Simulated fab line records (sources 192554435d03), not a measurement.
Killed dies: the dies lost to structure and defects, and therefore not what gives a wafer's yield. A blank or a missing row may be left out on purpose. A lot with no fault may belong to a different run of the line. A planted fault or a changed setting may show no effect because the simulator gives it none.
Which tool did it? / flow n5-finfet / 24 lots, 72 wafers sampled, at 5 steps of a route of 1938

== WHAT THE GAUGES SHOWED, per wafer ==
N5_BEOL_M11_THK_MEAS_53: measures by xrf. Usual: M11_THK 138 nm, standard deviation 3.5.
lot=L074; measured=day 10 13:39; on=film-metro-02; M11_THK (nm)=140 136 137; flag=
lot=L075; measured=day 10 21:02; on=film-metro-02; M11_THK (nm)=143 137 144; flag=
lot=L076; measured=day 11 10:02; on=film-metro-02; M11_THK (nm)=143 137 135; flag=
lot=L080; measured=day 12 03:23; on=film-metro-01; M11_THK (nm)=138 140 136; flag=
lot=L079; measured=day 12 08:59; on=film-metro-02; M11_THK (nm)=148 142 140; flag=
lot=L078; measured=day 12 09:15; on=film-metro-02; M11_THK (nm)=138 147 137; flag=
lot=L077; measured=day 12 09:31; on=film-metro-02; M11_THK (nm)=139 139 145; flag=
lot=L083; measured=day 12 13:13; on=film-metro-02; M11_THK (nm)=144 140 146; flag=
lot=L082; measured=day 12 13:26; on=film-metro-02; M11_THK (nm)=137 138 135; flag=
lot=L081; measured=day 12 20:35; on=film-metro-01; M11_THK (nm)=138 139 137; flag=
lot=L084; measured=day 13 14:45; on=film-metro-02; M11_THK (nm)=136 135 140; flag=
lot=L085; measured=day 13 23:33; on=film-metro-01; M11_THK (nm)=132 131 134; flag=
lot=L086; measured=day 14 04:02; on=film-metro-02; M11_THK (nm)=131 139 138; flag=
lot=L088; measured=day 14 08:25; on=film-metro-01; M11_THK (nm)=136 140 132; flag=
lot=L087; measured=day 14 16:04; on=film-metro-02; M11_THK (nm)=137 140 139; flag=
lot=L089; measured=day 15 01:43; on=film-metro-01; M11_THK (nm)=142 138 141; flag=
lot=L091; measured=day 15 10:23; on=film-metro-01; M11_THK (nm)=137 136 140; flag=
lot=L090; measured=day 15 10:24; on=film-metro-01; M11_THK (nm)=132 132 138; flag=
lot=L092; measured=day 15 10:56; on=film-metro-01; M11_THK (nm)=135 138 134; flag=
lot=L093; measured=day 15 15:31; on=film-metro-01; M11_THK (nm)=131 140 134; flag=
lot=L094; measured=day 16 08:30; on=film-metro-01; M11_THK (nm)=136 131 136; flag=
lot=L095; measured=day 16 09:44; on=film-metro-01; M11_THK (nm)=134 134 138; flag=
lot=L096; measured=day 16 21:08; on=film-metro-02; M11_THK (nm)=144 139 140; flag=
lot=L097; measured=day 16 23:53; on=film-metro-01; M11_THK (nm)=138 133 136; flag=

N5_BEOL_M12_CD_MEAS_17: the cd target is 140 nm. Usual: 140.7 nm for cd-nm, sd 2.1.
lot=L074; measured=day 10 14:59; on=cd-sem-02; cd-nm (nm)=138.5 142.5 144.4; flag=
lot=L075; measured=day 10 22:42; on=cd-sem-02; cd-nm (nm)=137.4 139.2 137.9; flag=
lot=L076; measured=day 11 11:15; on=cd-sem-03; cd-nm (nm)=143.3 142.3 143.3; flag=
lot=L080; measured=day 12 04:43; on=cd-sem-01; cd-nm (nm)=141.1 143.1 143.8; flag=
lot=L079; measured=day 12 10:14; on=cd-sem-01; cd-nm (nm)=142.0 139.9 141.3; flag=
lot=L078; measured=day 12 10:44; on=cd-sem-02; cd-nm (nm)=143.7 142.9 142.6; flag=
lot=L077; measured=day 12 10:53; on=cd-sem-02; cd-nm (nm)=142.2 144.0 143.6; flag=
lot=L083; measured=day 12 14:35; on=cd-sem-02; cd-nm (nm)=141.3 143.3 143.4; flag=
lot=L082; measured=day 12 14:51; on=cd-sem-02; cd-nm (nm)=138.3 137.0 137.7; flag=
lot=L081; measured=day 12 22:32; on=cd-sem-01; cd-nm (nm)=141.6 137.6 135.8; flag=
lot=L084; measured=day 13 16:00; on=cd-sem-02; cd-nm (nm)=142.2 144.7 140.2; flag=
lot=L085; measured=day 14 01:05; on=cd-sem-02; cd-nm (nm)=139.7 138.2 142.8; flag=
lot=L086; measured=day 14 05:14; on=cd-sem-03; cd-nm (nm)=141.5 141.5 141.9; flag=
lot=L088; measured=day 14 10:17; on=cd-sem-03; cd-nm (nm)=140.7 140.7 139.0; flag=
lot=L087; measured=day 14 17:17; on=cd-sem-03; cd-nm (nm)=140.0 141.8 142.2; flag=
lot=L089; measured=day 15 02:58; on=cd-sem-02; cd-nm (nm)=141.3 140.2 138.7; flag=
lot=L091; measured=day 15 11:40; on=cd-sem-01; cd-nm (nm)=140.8 139.1 137.6; flag=
lot=L090; measured=day 15 11:58; on=cd-sem-03; cd-nm (nm)=138.0 139.0 139.8; flag=
lot=L092; measured=day 15 12:19; on=cd-sem-03; cd-nm (nm)=143.6 142.1 142.7; flag=
lot=L093; measured=day 15 17:54; on=cd-sem-01; cd-nm (nm)=139.2 138.9 138.5; flag=
lot=L094; measured=day 16 09:55; on=cd-sem-02; cd-nm (nm)=140.9 141.3 140.1; flag=
lot=L095; measured=day 16 11:12; on=cd-sem-03; cd-nm (nm)=139.9 139.4 141.2; flag=
lot=L096; measured=day 16 22:32; on=cd-sem-03; cd-nm (nm)=138.2 136.3 138.9; flag=
lot=L097; measured=day 17 01:13; on=cd-sem-03; cd-nm (nm)=133.6 138.8 137.9; flag=

N5_BEOL_M12_CD_MEAS_28: the cd target is 160.2 nm. Usual: 160.2 nm for cd-nm, sd 1.4.
lot=L074; measured=day 10 15:19; on=cd-sem-01; cd-nm (nm)=158.8 160.1 159.6; flag=
lot=L075; measured=day 10 23:02; on=cd-sem-02; cd-nm (nm)=157.6 160.3 159.6; flag=
lot=L076; measured=day 11 11:34; on=cd-sem-01; cd-nm (nm)=160.7 160.7 160.7; flag=
lot=L080; measured=day 12 05:10; on=cd-sem-03; cd-nm (nm)=164.2 163.8 162.6; flag=
lot=L079; measured=day 12 10:34; on=cd-sem-02; cd-nm (nm)=160.4 161.7 160.2; flag=
lot=L078; measured=day 12 11:04; on=cd-sem-02; cd-nm (nm)=162.3 160.8 162.0; flag=
lot=L077; measured=day 12 11:20; on=cd-sem-02; cd-nm (nm)=162.1 161.4 161.7; flag=
lot=L083; measured=day 12 15:02; on=cd-sem-02; cd-nm (nm)=159.4 159.7 159.0; flag=
lot=L082; measured=day 12 15:18; on=cd-sem-02; cd-nm (nm)=157.5 158.9 161.2; flag=
lot=L081; measured=day 12 22:59; on=cd-sem-02; cd-nm (nm)=159.4 160.0 159.5; flag=
lot=L084; measured=day 13 16:20; on=cd-sem-01; cd-nm (nm)=161.3 160.0 161.2; flag=
lot=L085; measured=day 14 01:24; on=cd-sem-02; cd-nm (nm)=158.4 161.0 159.4; flag=
lot=L086; measured=day 14 05:34; on=cd-sem-01; cd-nm (nm)=158.0 159.4 157.7; flag=
lot=L088; measured=day 14 10:44; on=cd-sem-03; cd-nm (nm)=158.6 159.8 160.9; flag=
lot=L087; measured=day 14 17:44; on=cd-sem-01; cd-nm (nm)=159.3 158.0 161.1; flag=
lot=L089; measured=day 15 03:25; on=cd-sem-01; cd-nm (nm)=162.4 160.3 159.3; flag=
lot=L091; measured=day 15 12:07; on=cd-sem-03; cd-nm (nm)=160.1 159.9 157.3; flag=
lot=L090; measured=day 15 12:26; on=cd-sem-03; cd-nm (nm)=158.3 158.6 156.9; flag=
lot=L092; measured=day 15 12:46; on=cd-sem-03; cd-nm (nm)=159.7 160.3 160.9; flag=
lot=L093; measured=day 15 18:21; on=cd-sem-03; cd-nm (nm)=160.6 160.2 161.4; flag=
lot=L094; measured=day 16 10:14; on=cd-sem-01; cd-nm (nm)=161.7 160.9 161.8; flag=
lot=L095; measured=day 16 11:32; on=cd-sem-01; cd-nm (nm)=157.9 159.0 159.7; flag=
lot=L096; measured=day 16 22:59; on=cd-sem-03; cd-nm (nm)=161.0 162.4 161.0; flag=
lot=L097; measured=day 17 01:40; on=cd-sem-03; cd-nm (nm)=161.9 158.8 161.4; flag=

== TOOL THAT RAN EACH LOT (tool first, then ch and the chambers of the sampled wafers, then the start) ==
lot=L074; N5_BEOL_M11_SPUTTER_48=pvd-sputter-02, day 10 11:08; N5_BEOL_M12_STRIP_64=plasma-asher-02 ch 0,1, day 10 14:51
lot=L075; N5_BEOL_M11_SPUTTER_48=pvd-sputter-02, day 10 20:10; N5_BEOL_M12_STRIP_64=plasma-asher-01 ch 0,1, day 10 22:33
lot=L076; N5_BEOL_M11_SPUTTER_48=pvd-sputter-02, day 11 09:08; N5_BEOL_M12_STRIP_64=plasma-asher-02 ch 0,1, day 11 11:06
lot=L080; N5_BEOL_M11_SPUTTER_48=pvd-sputter-01, day 12 02:34; N5_BEOL_M12_STRIP_64=plasma-asher-02 ch 0,1, day 12 04:35
lot=L079; N5_BEOL_M11_SPUTTER_48=pvd-sputter-01, day 12 08:10; N5_BEOL_M12_STRIP_64=plasma-asher-01 ch 0,1, day 12 10:04
lot=L078; N5_BEOL_M11_SPUTTER_48=pvd-sputter-01, day 12 08:14; N5_BEOL_M12_STRIP_64=plasma-asher-02 ch 0,1, day 12 10:33
lot=L077; N5_BEOL_M11_SPUTTER_48=pvd-sputter-01, day 12 08:22; N5_BEOL_M12_STRIP_64=plasma-asher-01 ch 0,1, day 12 10:43
lot=L083; N5_BEOL_M11_SPUTTER_48=pvd-sputter-03, day 12 12:14; N5_BEOL_M12_STRIP_64=plasma-asher-01 ch 0,1, day 12 14:26
lot=L082; N5_BEOL_M11_SPUTTER_48=pvd-sputter-02, day 12 12:16; N5_BEOL_M12_STRIP_64=plasma-asher-02 ch 0,1, day 12 14:43
lot=L081; N5_BEOL_M11_SPUTTER_48=pvd-sputter-01, day 12 19:45; N5_BEOL_M12_STRIP_64=plasma-asher-01 ch 0,1, day 12 22:23
lot=L084; N5_BEOL_M11_SPUTTER_48=pvd-sputter-02, day 13 13:21; N5_BEOL_M12_STRIP_64=plasma-asher-01 ch 0,1, day 13 15:51
lot=L085; N5_BEOL_M11_SPUTTER_48=pvd-sputter-03, day 13 22:44; N5_BEOL_M12_STRIP_64=plasma-asher-01 ch 0,1, day 14 00:56
lot=L086; N5_BEOL_M11_SPUTTER_48=pvd-sputter-03, day 14 02:47; N5_BEOL_M12_STRIP_64=plasma-asher-02 ch 0,1, day 14 05:05
lot=L088; N5_BEOL_M11_SPUTTER_48=pvd-sputter-02, day 14 07:29; N5_BEOL_M12_STRIP_64=plasma-asher-02 ch 0,1, day 14 09:39
lot=L087; N5_BEOL_M11_SPUTTER_48=pvd-sputter-03, day 14 15:03; N5_BEOL_M12_STRIP_64=plasma-asher-01 ch 0,1, day 14 17:08
lot=L089; N5_BEOL_M11_SPUTTER_48=pvd-sputter-01, day 15 00:53; N5_BEOL_M12_STRIP_64=plasma-asher-02 ch 0,1, day 15 02:49
lot=L091; N5_BEOL_M11_SPUTTER_48=pvd-sputter-02, day 15 09:20; N5_BEOL_M12_STRIP_64=plasma-asher-02 ch 0,1, day 15 11:27
lot=L090; N5_BEOL_M11_SPUTTER_48=pvd-sputter-03, day 15 09:33; N5_BEOL_M12_STRIP_64=plasma-asher-02 ch 0,1, day 15 11:50
lot=L092; N5_BEOL_M11_SPUTTER_48=pvd-sputter-03, day 15 10:07; N5_BEOL_M12_STRIP_64=plasma-asher-02 ch 0,1, day 15 12:10
lot=L093; N5_BEOL_M11_SPUTTER_48=pvd-sputter-01, day 15 14:12; N5_BEOL_M12_STRIP_64=plasma-asher-02 ch 0,1, day 15 17:45
lot=L094; N5_BEOL_M11_SPUTTER_48=pvd-sputter-03, day 16 07:18; N5_BEOL_M12_STRIP_64=plasma-asher-02 ch 0,1, day 16 09:46
lot=L095; N5_BEOL_M11_SPUTTER_48=pvd-sputter-01, day 16 08:47; N5_BEOL_M12_STRIP_64=plasma-asher-01 ch 0,1, day 16 11:03
lot=L096; N5_BEOL_M11_SPUTTER_48=pvd-sputter-02, day 16 19:50; N5_BEOL_M12_STRIP_64=plasma-asher-02 ch 1, day 16 22:23
lot=L097; N5_BEOL_M11_SPUTTER_48=pvd-sputter-03, day 16 23:04; N5_BEOL_M12_STRIP_64=plasma-asher-02 ch 1, day 17 01:04
- N5_BEOL_M11_SPUTTER_48: material Cu, target thk 12 nm, time 2 s.
- N5_BEOL_M12_STRIP_64: strips in N2/H2.

== WHAT THE TOOLS THEMSELVES READ (means of the sampled wafers that have a number; where no wafer has one, the mark that the record gives instead) ==
N5_BEOL_M11_SPUTTER_48. Usual: chamber-pressure-pa 0.12998 Pa, standard deviation 0.00026; throttle-valve-pct 30.0 %, standard deviation 1.2.
lot=L074; tool=pvd-sputter-02; chamber-pressure-pa (Pa)=0.13009; throttle-valve-pct (%)=30.6; flag=
lot=L075; tool=pvd-sputter-02; chamber-pressure-pa (Pa)=0.12993; throttle-valve-pct (%)=30.2; flag=
lot=L076; tool=pvd-sputter-02; chamber-pressure-pa (Pa)=0.13014; throttle-valve-pct (%)=31.6; flag=
lot=L080; tool=pvd-sputter-01; chamber-pressure-pa (Pa)=0.13005; throttle-valve-pct (%)=30.7; flag=
lot=L079; tool=pvd-sputter-01; chamber-pressure-pa (Pa)=0.12988; throttle-valve-pct (%)=30.6; flag=
lot=L078; tool=pvd-sputter-01; chamber-pressure-pa (Pa)=0.13014; throttle-valve-pct (%)=30.6; flag=
lot=L077; tool=pvd-sputter-01; chamber-pressure-pa (Pa)=0.12966; throttle-valve-pct (%)=29.9; flag=
lot=L083; tool=pvd-sputter-03; chamber-pressure-pa (Pa)=0.13012; throttle-valve-pct (%)=29.0; flag=
lot=L082; tool=pvd-sputter-02; chamber-pressure-pa (Pa)=0.12966; throttle-valve-pct (%)=29.6; flag=
lot=L081; tool=pvd-sputter-01; chamber-pressure-pa (Pa)=0.13024; throttle-valve-pct (%)=30.1; flag=
lot=L084; tool=pvd-sputter-02; chamber-pressure-pa (Pa)=0.13010; throttle-valve-pct (%)=29.7; flag=
lot=L085; tool=pvd-sputter-03; chamber-pressure-pa (Pa)=0.12988; throttle-valve-pct (%)=28.9; flag=
lot=L086; tool=pvd-sputter-03; chamber-pressure-pa (Pa)=0.13012; throttle-valve-pct (%)=29.7; flag=
lot=L088; tool=pvd-sputter-02; chamber-pressure-pa (Pa)=0.13022; throttle-valve-pct (%)=30.6; flag=
lot=L087; tool=pvd-sputter-03; chamber-pressure-pa (Pa)=0.13018; throttle-valve-pct (%)=30.3; flag=
lot=L089; tool=pvd-sputter-01; chamber-pressure-pa (Pa)=0.12988; throttle-valve-pct (%)=29.9; flag=
lot=L091; tool=pvd-sputter-02; chamber-pressure-pa (Pa)=0.12967; throttle-valve-pct (%)=29.8; flag=
lot=L090; tool=pvd-sputter-03; chamber-pressure-pa (Pa)=0.12975; throttle-valve-pct (%)=30.2; flag=
lot=L092; tool=pvd-sputter-03; chamber-pressure-pa (Pa)=0.12967; throttle-valve-pct (%)=29.4; flag=
lot=L093; tool=pvd-sputter-01; chamber-pressure-pa (Pa)=0.12999; throttle-valve-pct (%)=30.0; flag=
lot=L094; tool=pvd-sputter-03; chamber-pressure-pa (Pa)=0.13006; throttle-valve-pct (%)=29.5; flag=
lot=L095; tool=pvd-sputter-01; chamber-pressure-pa (Pa)=0.13019; throttle-valve-pct (%)=29.6; flag=
lot=L096; tool=pvd-sputter-02; chamber-pressure-pa (Pa)=0.12987; throttle-valve-pct (%)=30.9; flag=
lot=L097; tool=pvd-sputter-03; chamber-pressure-pa (Pa)=0.12983; throttle-valve-pct (%)=28.7; flag=

N5_BEOL_M12_STRIP_64. Usual: drypump-motor-current-A 5.76 A, standard deviation 0.28; h2-flow-sccm 3250 sccm, standard deviation 10; heater-power-w 334 W, standard deviation 13; n2-flow-sccm 1749 sccm, standard deviation 5; oes-product-au 0.714 a.u., standard deviation 0.0048; strip-time-to-endpoint-s 31.24 s, standard deviation 0.08.
lot=L074; tool=plasma-asher-02; drypump-motor-current-A (A)=5.78; h2-flow-sccm (sccm)=3253; heater-power-w (W)=340; n2-flow-sccm (sccm)=1751; oes-product-au (a.u.)=0.717; strip-time-to-endpoint-s (s)=31.18; flag=
lot=L075; tool=plasma-asher-01; drypump-motor-current-A (A)=5.89; h2-flow-sccm (sccm)=3230; heater-power-w (W)=343; n2-flow-sccm (sccm)=1755; oes-product-au (a.u.)=0.712; strip-time-to-endpoint-s (s)=31.23; flag=
lot=L076; tool=plasma-asher-02; drypump-motor-current-A (A)=5.55; h2-flow-sccm (sccm)=3244; heater-power-w (W)=326; n2-flow-sccm (sccm)=1746; oes-product-au (a.u.)=0.711; strip-time-to-endpoint-s (s)=31.29; flag=
lot=L080; tool=plasma-asher-02; drypump-motor-current-A (A)=5.77; h2-flow-sccm (sccm)=3235; heater-power-w (W)=337; n2-flow-sccm (sccm)=1751; oes-product-au (a.u.)=0.716; strip-time-to-endpoint-s (s)=31.16; flag=
lot=L079; tool=plasma-asher-01; drypump-motor-current-A (A)=5.95; h2-flow-sccm (sccm)=3248; heater-power-w (W)=338; n2-flow-sccm (sccm)=1752; oes-product-au (a.u.)=0.718; strip-time-to-endpoint-s (s)=31.20; flag=
lot=L078; tool=plasma-asher-02; drypump-motor-current-A (A)=5.78; h2-flow-sccm (sccm)=3244; heater-power-w (W)=341; n2-flow-sccm (sccm)=1749; oes-product-au (a.u.)=0.714; strip-time-to-endpoint-s (s)=31.13; flag=
lot=L077; tool=plasma-asher-01; drypump-motor-current-A (A)=5.87; h2-flow-sccm (sccm)=3247; heater-power-w (W)=339; n2-flow-sccm (sccm)=1747; oes-product-au (a.u.)=0.717; strip-time-to-endpoint-s (s)=31.38; flag=
lot=L083; tool=plasma-asher-01; drypump-motor-current-A (A)=5.89; h2-flow-sccm (sccm)=3249; heater-power-w (W)=340; n2-flow-sccm (sccm)=1752; oes-product-au (a.u.)=0.717; strip-time-to-endpoint-s (s)=31.21; flag=
lot=L082; tool=plasma-asher-02; drypump-motor-current-A (A)=5.56; h2-flow-sccm (sccm)=3248; heater-power-w (W)=327; n2-flow-sccm (sccm)=1746; oes-product-au (a.u.)=0.711; strip-time-to-endpoint-s (s)=31.27; flag=
lot=L081; tool=plasma-asher-01; drypump-motor-current-A (A)=5.95; h2-flow-sccm (sccm)=3259; heater-power-w (W)=335; n2-flow-sccm (sccm)=1747; oes-product-au (a.u.)=0.711; strip-time-to-endpoint-s (s)=31.26; flag=
lot=L084; tool=plasma-asher-01; drypump-motor-current-A (A)=5.95; h2-flow-sccm (sccm)=3252; heater-power-w (W)=339; n2-flow-sccm (sccm)=1747; oes-product-au (a.u.)=0.715; strip-time-to-endpoint-s (s)=31.26; flag=
lot=L085; tool=plasma-asher-01; drypump-motor-current-A (A)=5.89; h2-flow-sccm (sccm)=3262; heater-power-w (W)=338; n2-flow-sccm (sccm)=1750; oes-product-au (a.u.)=0.716; strip-time-to-endpoint-s (s)=31.25; flag=
lot=L086; tool=plasma-asher-02; drypump-motor-current-A (A)=5.76; h2-flow-sccm (sccm)=3240; heater-power-w (W)=331; n2-flow-sccm (sccm)=1749; oes-product-au (a.u.)=0.714; strip-time-to-endpoint-s (s)=31.47; flag=
lot=L088; tool=plasma-asher-02; drypump-motor-current-A (A)=5.57; h2-flow-sccm (sccm)=3251; heater-power-w (W)=326; n2-flow-sccm (sccm)=1749; oes-product-au (a.u.)=0.717; strip-time-to-endpoint-s (s)=31.19; flag=
lot=L087; tool=plasma-asher-01; drypump-motor-current-A (A)=5.95; h2-flow-sccm (sccm)=3243; heater-power-w (W)=343; n2-flow-sccm (sccm)=1748; oes-product-au (a.u.)=0.713; strip-time-to-endpoint-s (s)=31.22; flag=
lot=L089; tool=plasma-asher-02; drypump-motor-current-A (A)=5.77; h2-flow-sccm (sccm)=3253; heater-power-w (W)=336; n2-flow-sccm (sccm)=1751; oes-product-au (a.u.)=0.715; strip-time-to-endpoint-s (s)=31.30; flag=
lot=L091; tool=plasma-asher-02; drypump-motor-current-A (A)=5.57; h2-flow-sccm (sccm)=3245; heater-power-w (W)=328; n2-flow-sccm (sccm)=1748; oes-product-au (a.u.)=0.715; strip-time-to-endpoint-s (s)=31.22; flag=
lot=L090; tool=plasma-asher-02; drypump-motor-current-A (A)=5.56; h2-flow-sccm (sccm)=3253; heater-power-w (W)=327; n2-flow-sccm (sccm)=1753; oes-product-au (a.u.)=0.714; strip-time-to-endpoint-s (s)=31.26; flag=
lot=L092; tool=plasma-asher-02; drypump-motor-current-A (A)=5.76; h2-flow-sccm (sccm)=3256; heater-power-w (W)=336; n2-flow-sccm (sccm)=1749; oes-product-au (a.u.)=0.716; strip-time-to-endpoint-s (s)=31.21; flag=
lot=L093; tool=plasma-asher-02; drypump-motor-current-A (A)=5.78; h2-flow-sccm (sccm)=3259; heater-power-w (W)=338; n2-flow-sccm (sccm)=1749; oes-product-au (a.u.)=0.712; strip-time-to-endpoint-s (s)=31.27; flag=
lot=L094; tool=plasma-asher-02; drypump-motor-current-A (A)=5.78; h2-flow-sccm (sccm)=3245; heater-power-w (W)=335; n2-flow-sccm (sccm)=1747; oes-product-au (a.u.)=0.713; strip-time-to-endpoint-s (s)=31.29; flag=
lot=L095; tool=plasma-asher-01; drypump-motor-current-A (A)=5.88; h2-flow-sccm (sccm)=3253; heater-power-w (W)=340; n2-flow-sccm (sccm)=1748; oes-product-au (a.u.)=0.718; strip-time-to-endpoint-s (s)=31.24; flag=
lot=L096; tool=plasma-asher-02; drypump-motor-current-A (A)=5.99; h2-flow-sccm (sccm)=3244; heater-power-w (W)=347; n2-flow-sccm (sccm)=1750; oes-product-au (a.u.)=0.714; strip-time-to-endpoint-s (s)=31.25; flag=
lot=L097; tool=plasma-asher-02; drypump-motor-current-A (A)=5.97; h2-flow-sccm (sccm)=3255; heater-power-w (W)=351; n2-flow-sccm (sccm)=1738; oes-product-au (a.u.)=0.711; strip-time-to-endpoint-s (s)=31.16; flag=

== THE ANSWER, worked out from the rows above alone ==
Rule: lot off if the mean of its wafers having a number is beyond 3 standard deviations from the usual mean. Also off: a lot with no number at a reading for which 4 or more lots have one. Where the step has rows for the other lots, those lots are counted as sound. After the gauges, taken in route order, come the tools' own readings; for these a lot's mean is taken, as printed above. The first step at which some lot is off is used, and at that step the reading that is off furthest; a lot without a number counts as furthest.
No lot is off at any reading shown: from this, nothing can be told.

== WHAT WAS PUT IN BY THE SIMULATOR ==
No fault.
